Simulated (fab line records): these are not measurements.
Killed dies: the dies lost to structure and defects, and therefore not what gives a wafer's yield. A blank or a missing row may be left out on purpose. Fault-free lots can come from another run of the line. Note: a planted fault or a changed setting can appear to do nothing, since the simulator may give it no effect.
The tool behind it: which one?    flow n5_finfet    72 wafers from 24 lots sampled at 5 of the route's 1938 steps

## WHAT THE GAUGES READ, wafer by wafer
N5_SD_EPI_N_EPI_MEAS_23. Usual: 58.9 nm for thk_nm, sd 1.3.
lot   measured     on             thk_nm (nm)     flag
L074  day 3 07:28  film_metro-01  59.7 61.8 60.4  
L075  day 3 12:21  film_metro-01  58.2 57.1 58.9  
L076  day 3 18:26  film_metro-01  60.1 57.5 58.9  
L077  day 3 22:50  film_metro-01  56.0 58.9 58.6  
L078  day 4 04:07  film_metro-01  58.0 58.4 59.7  
L079  day 4 12:25  film_metro-02  58.1 60.3 57.2  
L080  day 4 17:15  film_metro-02  58.4 58.5 59.4  
L081  day 5 02:23  film_metro-01  56.8 59.1 58.9  
L082  day 5 05:32  film_metro-02  59.5 59.1 57.8  
L083  day 5 10:34  film_metro-02  55.6 61.2 58.1  
L084  day 5 17:02  film_metro-01  58.3 58.5 58.5  
L085  day 6 00:16  film_metro-01  58.4 60.8 59.3  
L086  day 6 08:44  film_metro-01  57.9 60.8 59.4  
L087  day 6 13:29  film_metro-01  58.0 59.9 59.4  
L088  day 6 17:51  film_metro-02  60.1 58.9 58.2  
L089  day 6 23:20  film_metro-02  59.0 58.3 59.4  
L090  day 7 04:47  film_metro-01  62.3 61.5 59.1  
L091  day 7 12:03  film_metro-02  58.2 56.7 57.7  
L092  day 7 15:14  film_metro-01  58.2 58.6 57.7  
L093  day 7 23:20  film_metro-02  59.9 57.6 57.5  
L094  day 8 05:14  film_metro-02  58.8 58.8 59.9  
L095  day 8 10:07  film_metro-02  59.5 57.7 56.5  
L096  day 8 15:13  film_metro-02  56.6 61.7 59.4  
L097  day 8 21:17  film_metro-01  58.9 57.8 58.7  

N5_ILD0_INSPECT_06: inspects for defects (darkfield). Usual: 38 for raw_defect_count, sd 16.
lot   measured     on                 raw_defect_count  flag
L074  day 3 19:47  defect_inspect-02  53 44 32          
L075  day 4 00:43  defect_inspect-02  47 48 35          
L076  day 4 06:35  defect_inspect-01  19 57 25          
L077  day 4 11:13  defect_inspect-01  21 27 39          
L078  day 4 16:51  defect_inspect-02  50 43 40          
L079  day 5 00:58  defect_inspect-01  62 48 69          
L080  day 5 05:58  defect_inspect-01  12 36 15          
L081  day 5 14:53  defect_inspect-01  20 43 34          
L082  day 5 18:06  defect_inspect-01  38 82 81          
L083  day 6 01:32  defect_inspect-01  40 40 54          
L084  day 6 05:09  defect_inspect-01  35 20 18          
L085  day 6 12:31  defect_inspect-01  43 24 38          
L086  day 6 20:50  defect_inspect-01  31 55 26          
L087  day 7 01:18  defect_inspect-02  34 16 17          
L088  day 7 06:21  defect_inspect-02  34 22 28          
L089  day 7 11:57  defect_inspect-01  34 23 8           
L090  day 7 16:58  defect_inspect-02  60 53 27          
L091  day 8 00:51  defect_inspect-01  58 35 37          
L092  day 8 04:31  defect_inspect-01  24 34 43          
L093  day 8 11:10  defect_inspect-02  37 54 72          
L094  day 8 17:02  defect_inspect-01  32 32 23          
L095  day 8 22:01  defect_inspect-02  29 22 29          
L096  day 9 04:33  defect_inspect-01  41 29 21          
L097  day 9 10:32  defect_inspect-02  18 28 21          

## TOOL THAT RAN EACH LOT (tool first, then ch and the chambers of the sampled wafers, then the start)
lot   N5_SD_EPI_N_LINER_46              N5_SD_EPI_P_ETCH_37                N5_ILD0_CMP_12
L074  ald_sin-02 ch 1,3, day 3 07:46    rie_diel-01 ch 1,2, day 3 08:58    cmp-04 ch 1,2, day 3 19:30
L075  ald_sin-02 ch 0,2, day 3 12:46    rie_diel-02 ch 0,2,3, day 3 14:05  cmp-04 ch 0,1, day 4 00:23
L076  ald_sin-03 ch 0,1,2, day 3 18:53  rie_diel-02 ch 0,2,3, day 3 19:43  cmp-01 ch 0,2,3, day 4 06:16
L077  ald_sin-01 ch 0,1,3, day 3 23:25  rie_diel-02 ch 0,1,2, day 4 00:07  cmp-04 ch 0,2,3, day 4 10:54
L078  ald_sin-03 ch 0,1,2, day 4 04:25  rie_diel-01 ch 1,2, day 4 05:07    cmp-04 ch 0,1, day 4 16:32
L079  ald_sin-03 ch 1,2, day 4 12:44    rie_diel-02 ch 0,2, day 4 13:34    cmp-04 ch 0,1,3, day 5 00:38
L080  ald_sin-02 ch 0,1,2, day 4 17:54  rie_diel-02 ch 0,2, day 4 18:37    cmp-04 ch 0,2,3, day 5 05:41
L081  ald_sin-02 ch 0,3, day 5 03:11    rie_diel-06 ch 0,1,2, day 5 04:11  cmp-03 ch 0,1,3, day 5 14:34
L082  ald_sin-01 ch 0,1,2, day 5 05:51  rie_diel-06 ch 0,1,2, day 5 07:01  cmp-04 ch 1,2, day 5 17:49
L083  ald_sin-02 ch 1,2, day 5 10:54    rie_diel-02 ch 1,3, day 5 11:46    cmp-03 ch 1,2,3, day 6 01:14
L084  ald_sin-02 ch 0,1, day 5 17:20    rie_diel-01 ch 0,1,3, day 5 18:29  cmp-03 ch 0,2,3, day 6 04:56
L085  ald_sin-03 ch 0,3, day 6 00:37    rie_diel-02 ch 0,2, day 6 01:26    cmp-01 ch 1,2,3, day 6 12:16
L086  ald_sin-01 ch 0,1, day 6 09:02    rie_diel-02 ch 0,1,2, day 6 10:11  cmp-01 ch 0,2,3, day 6 20:35
L087  ald_sin-02 ch 0,2,3, day 6 13:47  rie_diel-06 ch 0,1,2, day 6 14:37  cmp-03 ch 1,3, day 7 00:59
L088  ald_sin-03 ch 0,2,3, day 6 18:11  rie_diel-06 ch 0,1,2, day 6 19:05  cmp-04 ch 0,2,3, day 7 06:04
L089  ald_sin-03 ch 0,1, day 6 23:42    rie_diel-06 ch 1,3, day 7 00:24    cmp-01 ch 1,2, day 7 11:38
L090  ald_sin-02 ch 1,3, day 7 05:26    rie_diel-06 ch 0,1,2, day 7 06:16  cmp-01 ch 0,1,3, day 7 16:40
L091  ald_sin-01 ch 0,1,2, day 7 12:28  rie_diel-02 ch 1,2,3, day 7 13:11  cmp-03 ch 2,3, day 8 00:34
L092  ald_sin-02 ch 0,1,3, day 7 15:32  rie_diel-02 ch 0,3, day 7 16:41    cmp-03 ch 0,2,3, day 8 04:12
L093  ald_sin-02 ch 0,1,3, day 7 23:38  rie_diel-02 ch 0,3, day 8 00:21    cmp-01 ch 1,2,3, day 8 10:52
L094  ald_sin-01 ch 0,1,3, day 8 05:32  rie_diel-06 ch 0,1,2, day 8 06:14  cmp-03 ch 1,2, day 8 16:45
L095  ald_sin-02 ch 1,3, day 8 10:25    rie_diel-01 ch 0,1,3, day 8 11:14  cmp-01 ch 0,3, day 8 21:42
L096  ald_sin-02 ch 0,2,3, day 8 15:43  rie_diel-02 ch 0,2,3, day 8 16:32  cmp-03 ch 2,3, day 9 04:14
L097  ald_sin-02 ch 2,3, day 8 21:56    rie_diel-06 ch 0,2,3, day 8 22:46  cmp-01 ch 0,1,2, day 9 10:17
- N5_SD_EPI_N_LINER_46: material SiNx, target thk 3 nm.
- N5_SD_EPI_P_ETCH_37: etches SOC in N2/H2, overetch 108 nm, time 486 s.
- N5_ILD0_CMP_12: polishes SiNx, stops on poly-Si, t overpolish 6 s, target thk 17.67 nm.

## WHAT THE TOOLS THEMSELVES READ (means of the sampled wafers that have a number; where no wafer has one, the mark that the record gives instead)
N5_SD_EPI_N_LINER_46. Usual: chamber_pressure_Torr 1.999 Torr, standard deviation 0.0042; heater_power_outer_w 526 W, standard deviation 45; heater_power_w 862 W, standard deviation 72.
lot   tool        chamber_pressure_Torr (Torr)  heater_power_outer_w (W)  heater_power_w (W)  flag
L074  ald_sin-02  1.996                         553                       916                 
L075  ald_sin-02  1.996                         513                       861                 
L076  ald_sin-03  1.997                         491                       777                 
L077  ald_sin-01  1.999                         514                       880                 
L078  ald_sin-03  1.999                         484                       783                 
L079  ald_sin-03  2.000                         475                       776                 
L080  ald_sin-02  1.997                         520                       872                 
L081  ald_sin-02  1.997                         558                       899                 
L082  ald_sin-01  1.998                         507                       815                 
L083  ald_sin-02  2.004                         520                       863                 
L084  ald_sin-02  2.004                         529                       880                 
L085  ald_sin-03  1.999                         573                       883                 
L086  ald_sin-01  1.997                         495                       808                 
L087  ald_sin-02  1.993                         542                       873                 
L088  ald_sin-03  2.003                         550                       851                 
L089  ald_sin-03  1.998                         507                       829                 
L090  ald_sin-02  2.004                         552                       921                 
L091  ald_sin-01  2.000                         497                       815                 
L092  ald_sin-02  2.001                         544                       914                 
L093  ald_sin-02  1.994                         547                       907                 
L094  ald_sin-01  2.000                         498                       858                 
L095  ald_sin-02  2.000                         573                       908                 
L096  ald_sin-02  1.996                         537                       884                 
L097  ald_sin-02  1.997                         563                       873                 

N5_SD_EPI_P_ETCH_37. Usual: drypump_motor_current_A 5.9 A, standard deviation 0.32; h2_flow_sccm 199.9 sccm, standard deviation 0.62; oes_product_au 0.69 a.u., standard deviation 0.067; rf_vpp_V 240.8 V, standard deviation 1.5; showerhead_plenum_p_Torr 2.55 Torr, standard deviation 0.095; throttle_valve_pct 23.8 %, standard deviation 0.35.
lot   tool         drypump_motor_current_A (A)  h2_flow_sccm (sccm)  oes_product_au (a.u.)  rf_vpp_V (V)  showerhead_plenum_p_Torr (Torr)  throttle_valve_pct (%)  flag
L074  rie_diel-01  5.8                          199.8                0.66                   240.6         2.57                             24.4                    
L075  rie_diel-02  5.7                          200.2                0.69                   240.1         2.50                             23.6                    
L076  rie_diel-02  5.7                          199.4                0.69                   239.6         2.50                             23.6                    
L077  rie_diel-02  6.0                          199.7                0.69                   239.4         2.46                             23.5                    
L078  rie_diel-01  5.9                          199.8                0.65                   240.5         2.57                             24.4                    
L079  rie_diel-02  5.8                          200.0                0.74                   239.5         2.45                             23.4                    
L080  rie_diel-02  5.8                          199.8                0.73                   240.1         2.45                             23.4                    
L081  rie_diel-06  5.8                          199.8                0.70                   241.0         2.62                             24.0                    
L082  rie_diel-06  5.9                          199.3                0.69                   240.7         2.62                             24.0                    
L083  rie_diel-02  6.1                          199.5                0.79                   240.6         2.53                             23.6                    
L084  rie_diel-01  5.7                          199.6                0.74                   241.0         2.57                             24.1                    
L085  rie_diel-02  5.7                          199.5                0.69                   240.0         2.42                             23.4                    
L086  rie_diel-02  6.0                          200.3                0.76                   238.7         2.45                             23.4                    
L087  rie_diel-06  5.8                          200.9                0.68                   242.2         2.62                             24.0                    
L088  rie_diel-06  5.8                          200.2                0.68                   241.3         2.62                             24.0                    
L089  rie_diel-06  6.2                          200.2                0.66                   241.5         2.63                             23.7                    
L090  rie_diel-06  5.8                          199.7                0.68                   241.5         2.62                             24.0                    
L091  rie_diel-02  6.0                          199.9                0.73                   240.9         2.52                             23.6                    
L092  rie_diel-02  5.6                          200.4                0.63                   239.8         2.47                             23.5                    
L093  rie_diel-02  5.6                          200.3                0.62                   240.2         2.54                             23.8                    
L094  rie_diel-06  5.9                          200.3                0.68                   241.3         2.61                             24.0                    
L095  rie_diel-01  5.7                          200.3                0.72                   241.0         2.56                             24.1                    
L096  rie_diel-02  5.7                          200.3                0.66                   239.9         2.49                             23.6                    
L097  rie_diel-06  6.0                          199.5                0.67                   241.5         2.60                             23.8                    

N5_ILD0_CMP_12. Usual: motor_current_A 9.3 A, standard deviation 0.87; overpolish_run_s 6.000 s, standard deviation 0.01; time_to_endpoint_s 28.8 s, standard deviation 2.2.
lot   tool    motor_current_A (A)  overpolish_run_s (s)  time_to_endpoint_s (s)  flag
L074  cmp-04  10.2                 6.004                 27.6                    
L075  cmp-04  10.5                 6.008                 25.8                    
L076  cmp-01  9.2                  5.998                 28.2                    
L077  cmp-04  9.0                  6.002                 28.2                    
L078  cmp-04  9.8                  6.002                 29.5                    
L079  cmp-04  9.9                  6.002                 25.1                    
L080  cmp-04  9.0                  5.999                 28.9                    
L081  cmp-03  9.6                  6.000                 29.8                    
L082  cmp-04  10.4                 5.998                 28.2                    
L083  cmp-03  9.1                  6.006                 30.0                    
L084  cmp-03  8.8                  5.997                 25.3                    
L085  cmp-01  9.3                  5.995                 31.3                    
L086  cmp-01  9.4                  6.001                 32.1                    
L087  cmp-03  9.5                  5.999                 29.8                    
L088  cmp-04  8.9                  5.987                 28.2                    
L089  cmp-01  9.2                  6.000                 30.1                    
L090  cmp-01  9.3                  6.002                 31.2                    
L091  cmp-03  8.9                  5.991                 27.2                    
L092  cmp-03  9.0                  5.994                 30.5                    
L093  cmp-01  9.1                  5.999                 31.5                    
L094  cmp-03  8.4                  5.992                 28.9                    
L095  cmp-01  9.2                  5.995                 28.8                    
L096  cmp-03  8.2                  6.003                 26.4                    
L097  cmp-01  9.2                  5.998                 30.1                    

## THE ANSWER, worked out from the rows above alone
Rule: a lot is off if the mean of its wafers that have a number lies more than 3 standard deviations from the usual mean. Also off: a lot with no number at a reading for which 4 or more lots have one. Any other lot the step has rows for is counted as sound. Order of review: gauges by route order, followed by the tools' own readings, for which a lot's mean as printed above is used. At the first step where some lot is off, the reading lying furthest off is the one used; lots without a number count as furthest.
Nothing can be told from this: no lot is off at any reading shown.

## WHAT WAS PUT IN BY THE SIMULATOR
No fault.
